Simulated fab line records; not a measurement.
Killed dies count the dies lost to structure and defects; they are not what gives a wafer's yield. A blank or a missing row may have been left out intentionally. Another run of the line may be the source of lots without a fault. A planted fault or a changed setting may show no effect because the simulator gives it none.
Matching of chambers / flow n5-finfet / N5_BEOL_M8_ALD_77 on ald-metal-03 has 4 sister chambers
The step deposits TaN, target thk 2 nm, pulse time 2 s, purge time 3 s. 4 wafers are shown with their chamber, then 7 later ones without.

## WAFERS, EACH WITH ITS CHAMBER
wafer=L079.5; chamber=0; heater-power-w (W)=401
wafer=L082.2; chamber=3; heater-power-w (W)=434
wafer=L084.1; chamber=1; heater-power-w (W)=446
wafer=L084.2; chamber=2; heater-power-w (W)=446

## WAFERS WHOSE CHAMBER IS MISSING
wafer=L084.5; heater-power-w (W)=440
wafer=L085.2; heater-power-w (W)=446
wafer=L085.5; heater-power-w (W)=465
wafer=L085.6; heater-power-w (W)=442
wafer=L097.1; heater-power-w (W)=466
wafer=L097.4; heater-power-w (W)=396
wafer=L097.6; heater-power-w (W)=451

## CHAMBER TAKEN BY EACH
wafer=L084.5; from the rows above=can't be placed: 1 or 2 or 3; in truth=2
wafer=L085.2; from the rows above=can't be placed: 1 or 2 or 3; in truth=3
wafer=L085.5; from the rows above=can't be placed: 1 or 2 or 3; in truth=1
wafer=L085.6; from the rows above=can't be placed: 1 or 2 or 3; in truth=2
wafer=L097.1; from the rows above=can't be placed: 1 or 2 or 3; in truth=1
wafer=L097.4; from the rows above=0; in truth=0
wafer=L097.6; from the rows above=can't be placed: 1 or 2 or 3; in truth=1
Placed correctly: 1 of 7. Not placeable from these rows: 6 (in 6, the candidates include the true chamber). Placed wrongly: 0.
How it was worked out, from the rows above alone: a wafer's distance from a chamber is the root of the sum, over the readings, of the square of ((its reading less the chamber's mean) divided by the reading's scatter). The wafer belongs to the nearest chamber; if the next one is less than 2 further off, it can't be placed. The mean given for a chamber averages the wafers shown for that chamber. The scatter: with one shown wafer a chamber, the root of the mean of the squares of how far each hidden wafer lies from its nearest shown one.
